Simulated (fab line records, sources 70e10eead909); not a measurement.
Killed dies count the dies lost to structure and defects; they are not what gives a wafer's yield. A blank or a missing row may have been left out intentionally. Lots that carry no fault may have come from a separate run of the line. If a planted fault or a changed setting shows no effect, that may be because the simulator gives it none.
A lot that was struck, set against a sound lot	flow nandHarc	14 steps out of a route of 1302
Sound: wafers L475.1, L475.5, L475.6. Struck: wafer L488.5. (L488.1, L488.3 of the same lot were not struck and are left out.) The cause comes at the end.
Per side, at each step with rows, come the tool, then ch with its chambers, and then its first start. Under that, the readings that differ: sound wafers	struck wafers	difference of the means	sigmas: that difference in standard deviations of wafers without a fault.
alike: same words and numbers on both sides, and readings whose means sit less than 2 such deviations apart. not compared: any withheld reading, any reading some wafer has no value for, any bound like >300 that may hide the same value, and any number with overlapping values for which the record gives no deviation.
A row with sigmas, a row that says differs or no value, or rows on one side alone: a step with any of these is where the two part. Numbers that have no deviation but don't overlap get no sigmas and don't part them. A reading that every wafer of one side lacks parts them only if that side has two wafers or more.

first, 8 steps without rows for these wafers: NHARC_THIN_TSV_DEHYDRATE_25 (time 120 s); NHARC_THIN_TSV_HMDS_26 (time 30 s); NHARC_THIN_TSV_COAT_27; NHARC_THIN_TSV_SOFTBAKE_28 (time 95 s); NHARC_THIN_TSV_EBR_29; NHARC_THIN_TSV_EXPOSE_30 (exposes mask PAD); NHARC_THIN_TSV_PEB_31 (peb time 85 s); NHARC_THIN_TSV_DEVELOP_32 (time 70 s).
NHARC_THIN_TSV_CD_MEAS_33: the cd target is 5000 nm.
  sound on cdSem-02 ch 0, day 29 11:02; struck on cdSem-01 ch 0, day 32 09:31
  alike: cdNm
then, 1 step without rows for these wafers: NHARC_THIN_TSV_HARDBAKE_34 (time 80 s).
NHARC_THIN_TSV_DESCUM_35: chemistry O2, time 3 s.
  sound on rieDiel-03 ch 1,2,3, day 29 11:13; struck on rieDiel-03 ch 1, day 32 09:40
  alike: drypumpMotorCurrentA, oesProductAu, rfVppV, showerheadPlenumPTorr, throttleValvePct
  not compared: rfHoursCounterH
NHARC_THIN_TSV_ETCH_59: etches the open film in Cl2/BCl3, target depth 880 nm, time 138.1 s.
  sound on rieMetal-01 ch 0,1, day 29 11:22; struck on rieMetal-03 ch 1, day 32 09:50
  alike: drypumpMotorCurrentA, mfcCl2Sccm, oesProductAu, throttleValvePct
  not compared: rfHoursCounterH
NHARC_THIN_TSV_ETCH_36: etches the open film in Cl2/BCl3, target depth 65 nm, time 18.571 s.
  sound on rieMetal-01 ch 0,1, day 29 11:35; struck on rieMetal-03 ch 0, day 32 10:04
reading	sound	struck	difference	sigmas
drypumpMotorCurrentA (A)	5.7 5.7 6.1	5.0	-0.8	-2
oesProductAu (a.u.)	1.020 1.016 1.012	0.824	-0.192	-20
  not compared: rfHoursCounterH
NHARC_THIN_TSV_STRIP_56: strips in O2.
  sound on plasmaAsher-01 ch 0,1, day 29 11:43; struck on plasmaAsher-02 ch 0, day 32 10:09
  alike: drypumpMotorCurrentA, heaterPowerW
  not compared: rfHoursCounterH

WHERE THEY PART
At NHARC_THIN_TSV_ETCH_36 and nowhere else, as far as this record goes. Later steps at which nothing parts them and some readings are alike: NHARC_THIN_TSV_STRIP_56.

WHY: whatever the simulator had introduced
rieMetal-03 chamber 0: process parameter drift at NHARC_THIN_TSV_ETCH_36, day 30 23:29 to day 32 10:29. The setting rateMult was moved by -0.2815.
